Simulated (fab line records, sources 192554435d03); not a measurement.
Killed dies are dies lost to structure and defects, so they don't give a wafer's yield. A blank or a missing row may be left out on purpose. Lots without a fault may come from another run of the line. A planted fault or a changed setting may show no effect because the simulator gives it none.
Tool commonality check | flow n5_finfet | 9 lots, 27 wafers sampled

WHY IT WAS OPENED
At N5_DUMMY_GATE_CD_MEAS_50 the reading cd_nm is flagged on 3 of 9 lots. Wafers without a fault read 14.02 nm, standard deviation 0.29.
Rule: a lot is flagged when every wafer of it that has a number lies more than 4 standard deviations from that mean, or none has a number. The other lots count as sound.

lot  | measured    | on        | cd_nm (nm), wafer by wafer | flag
L314 | day 3 01:06 | cd_sem-01 | 13.94 13.63 13.87          |
L318 | day 4 00:17 | cd_sem-01 | 14.09 13.71 13.19          |
L323 | day 5 05:50 | cd_sem-02 | 23.23 22.96 23.32          | FLAGGED
L324 | day 5 12:20 | cd_sem-03 | 23.32 22.90 22.65          | FLAGGED
L325 | day 5 16:11 | cd_sem-01 | 23.04 23.27 23.12          | FLAGGED
L331 | day 7 05:05 | cd_sem-01 | 14.08 14.52 14.19          |
L332 | day 7 11:34 | cd_sem-02 | 14.33 13.73 14.02          |
L336 | day 8 10:04 | cd_sem-03 | 14.17 14.13 14.11          |
L337 | day 8 16:18 | cd_sem-02 | 14.28 14.85 14.05          |
The numbers of the flagged lots are 23.09 nm on average: +9.07 nm against the usual, or +31 standard deviations.

WHICH TOOL RAN EACH LOT
The record holds 2 process steps before the reading, out of a route of 1938 steps. In each cell: the tool, then ch and the chambers that the sampled wafers went through, then the start.
lot  | flag    | N5_DUMMY_GATE_ETCH_29             | N5_DUMMY_GATE_TRIM_49
L314 |         | rie_diel-04 ch 1,2,3, day 3 00:47 | rie_si-02 ch 0,3, day 3 00:57
L318 |         | rie_diel-02 ch 0,3, day 3 23:59   | rie_si-02 ch 0,1,2, day 4 00:09
L323 | FLAGGED | rie_diel-04 ch 0,1, day 5 05:31   | rie_si-02 ch 1,2, day 5 05:41
L324 | FLAGGED | rie_diel-02 ch 0,2,3, day 5 12:01 | rie_si-04 ch 0,1,3, day 5 12:11
L325 | FLAGGED | rie_diel-02 ch 1,2,3, day 5 15:52 | rie_si-04 ch 0,1,3, day 5 16:02
L331 |         | rie_diel-01 ch 0,1,3, day 7 04:47 | rie_si-02 ch 0,2, day 7 04:56
L332 |         | rie_diel-04 ch 1,2,3, day 7 11:08 | rie_si-04 ch 0,1,2, day 7 11:17
L336 |         | rie_diel-02 ch 0,1,2, day 8 09:45 | rie_si-04 ch 0,2, day 8 09:55
L337 |         | rie_diel-04 ch 2,3, day 8 15:58   | rie_si-05 ch 0,1,2, day 8 16:08
What these steps do:
- N5_DUMMY_GATE_ETCH_29: etches underlayer in N2/H2, target depth 13 nm.
- N5_DUMMY_GATE_TRIM_49: chemistry O2, time 29 s, target cd 14 nm.
- N5_DUMMY_GATE_CD_MEAS_50: target cd 14 nm.

FLAGGED OVER TOTAL, TOOL BY TOOL (the gauges that took the reading come last)
step                     | tool        | lots run | flagged | share of the flagged lots | sound lots run after its first flagged lot
N5_DUMMY_GATE_ETCH_29    | rie_diel-01 | 1        | 0       | none                      | -
N5_DUMMY_GATE_ETCH_29    | rie_diel-02 | 4        | 2       | some                      | 1 (L336)
N5_DUMMY_GATE_ETCH_29    | rie_diel-04 | 4        | 1       | some                      | 2 (L332,L337)
N5_DUMMY_GATE_TRIM_49    | rie_si-02   | 4        | 1       | some                      | 1 (L331)
N5_DUMMY_GATE_TRIM_49    | rie_si-04   | 4        | 2       | some                      | 2 (L332,L336)
N5_DUMMY_GATE_TRIM_49    | rie_si-05   | 1        | 0       | none                      | -
N5_DUMMY_GATE_CD_MEAS_50 | cd_sem-01   | 4        | 1       | some                      | 1 (L331)
N5_DUMMY_GATE_CD_MEAS_50 | cd_sem-02   | 3        | 1       | some                      | 2 (L332,L337)
N5_DUMMY_GATE_CD_MEAS_50 | cd_sem-03   | 2        | 1       | some                      | 1 (L336)

WHAT THE TABLE ALLOWS
No row of the table ran every flagged lot.

WHAT THE SIMULATOR HAD PUT IN
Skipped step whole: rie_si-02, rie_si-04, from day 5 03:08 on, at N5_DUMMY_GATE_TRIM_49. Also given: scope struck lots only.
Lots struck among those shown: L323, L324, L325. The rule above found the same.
